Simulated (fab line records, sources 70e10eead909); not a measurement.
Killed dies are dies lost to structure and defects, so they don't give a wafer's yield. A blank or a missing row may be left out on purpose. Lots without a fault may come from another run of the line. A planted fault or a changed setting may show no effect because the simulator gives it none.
A struck lot beside a sound one | flow nand_harc | 14 steps out of a route of 1302
Sound: wafers L475.2, L475.4, L475.5. Struck: wafer L487.4. (L487.2 of the same lot was not struck and is left out.) The cause comes at the end.
At each step with rows: each side's tool, then ch and its chambers, then its first start. Under that, the readings that differ: sound wafers | struck wafers | difference of the means | sigmas: that difference in standard deviations of wafers without a fault.
alike: readings whose means differ by less than 2 such deviations, and words and numbers that are the same on both sides. not compared: withheld readings, readings that some wafer has no value for, bounds like >300 that may hide the same value, and numbers for which the record gives no deviation and whose values overlap.
The two part at a step that has a row with sigmas, a row that says differs or no value, or rows on one side only. Numbers that don't overlap but have no deviation are shown without sigmas and don't part them. A reading that every wafer of one side lacks parts them only if that side has two wafers or more.

first, 1 step without rows for these wafers: NHARC_A_CONTACT_ETCH_118 (etches the open film in C4F8/O2/Ar, time 190 s, target depth 1850 nm).
NHARC_A_CONTACT_ETCH_119: etches the open film in C4F8/O2/Ar, time 190 s, target depth 1850 nm.
  sound on har_cap_etch-03 ch 1, day 23 16:53; struck on har_cap_etch-02 ch 1, day 29 12:10
  not compared: rf_hours_counter_h
NHARC_A_CONTACT_ETCH_120: etches the open film in C4F8/O2/Ar, time 190 s, target depth 1850 nm.
  sound on har_cap_etch-03 ch 1, day 23 17:04; struck on har_cap_etch-02 ch 1, day 29 12:20
  not compared: rf_hours_counter_h
NHARC_A_CONTACT_ETCH_121: etches the open film in C4F8/O2/Ar, time 190 s, target depth 1850 nm.
  sound on har_cap_etch-03 ch 1, day 23 17:14; struck on har_cap_etch-02 ch 1, day 29 12:30
  not compared: rf_hours_counter_h
then, 2 steps without rows for these wafers: NHARC_A_CONTACT_ETCH_122 (etches the open film in C4F8/O2/Ar, time 190 s, target depth 1850 nm); NHARC_A_CONTACT_ETCH_123 (etches the open film in C4F8/O2/Ar, time 490 s, target depth 2110 nm).
NHARC_A_CONTACT_ETCH_90: etches the open film in CH3F/O2, target depth 40 nm, time 85.7 s.
  sound on rie_diel-12 ch 0,1, day 23 18:32; struck on rie_diel-04 ch 0, day 29 13:48
  alike: drypump_motor_current_A, oes_product_au, rf_fwd_power_W, rf_vpp_V, showerhead_plenum_p_Torr, throttle_valve_pct
  not compared: rf_hours_counter_h
NHARC_A_CONTACT_ETCH_96: etches the open film in C4F6/O2, target depth 20 nm, time 10 s.
  sound on rie_diel-12 ch 0,2,3; struck on rie_diel-04 ch 0
  alike: drypump_motor_current_A, oes_product_au, rf_fwd_power_W, rf_vpp_V, showerhead_plenum_p_Torr, throttle_valve_pct
  not compared: rf_hours_counter_h
NHARC_A_CONTACT_CD_MEAS_53:
  sound on cd_sem-02, day 23 18:46; struck on cd_sem-02, day 29 14:02
  alike: cd_nm
then, 3 steps without rows for these wafers: NHARC_A_CONTACT_STRIP_99 (strips in N2/H2); NHARC_A_CONTACT_STRIP_100 (strips in CF4/CHF3); NHARC_A_CONTACT_STRIP_101 (strips in O2/COS).
NHARC_A_CONTACT_ETCH_102: etches the open film in CF4/O2, target depth 100 nm, overetch 10 nm, time 55 s.
  sound on rie_diel-04 ch 1,3, day 23 19:03; struck on rie_diel-12 ch 3, day 29 14:22
  reading                | sound                | struck | difference | sigmas
  oes_product_au (a.u.)  | 0.994 1.007 1.002    | 0.943  | -0.058     | -8
  rf_vpp_V (V)           | 196.7 198.1 199.0    | 195.4  | -2.5       | -2
  throttle_valve_pct (%) | 13.404 13.393 13.410 | 13.381 | -0.021     | -2
  alike: drypump_motor_current_A, rf_fwd_power_W, showerhead_plenum_p_Torr
  not compared: rf_hours_counter_h
then, 1 step without rows for these wafers: NHARC_A_CONTACT_STRIP_55 (strips in O2).

WHERE THEY PART
Only at NHARC_A_CONTACT_ETCH_102, within this record.

WHY: what the simulator had put in
Process parameter drift: rie_diel-12, from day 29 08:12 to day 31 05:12, at NHARC_A_CONTACT_ETCH_102. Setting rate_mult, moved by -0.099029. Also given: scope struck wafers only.
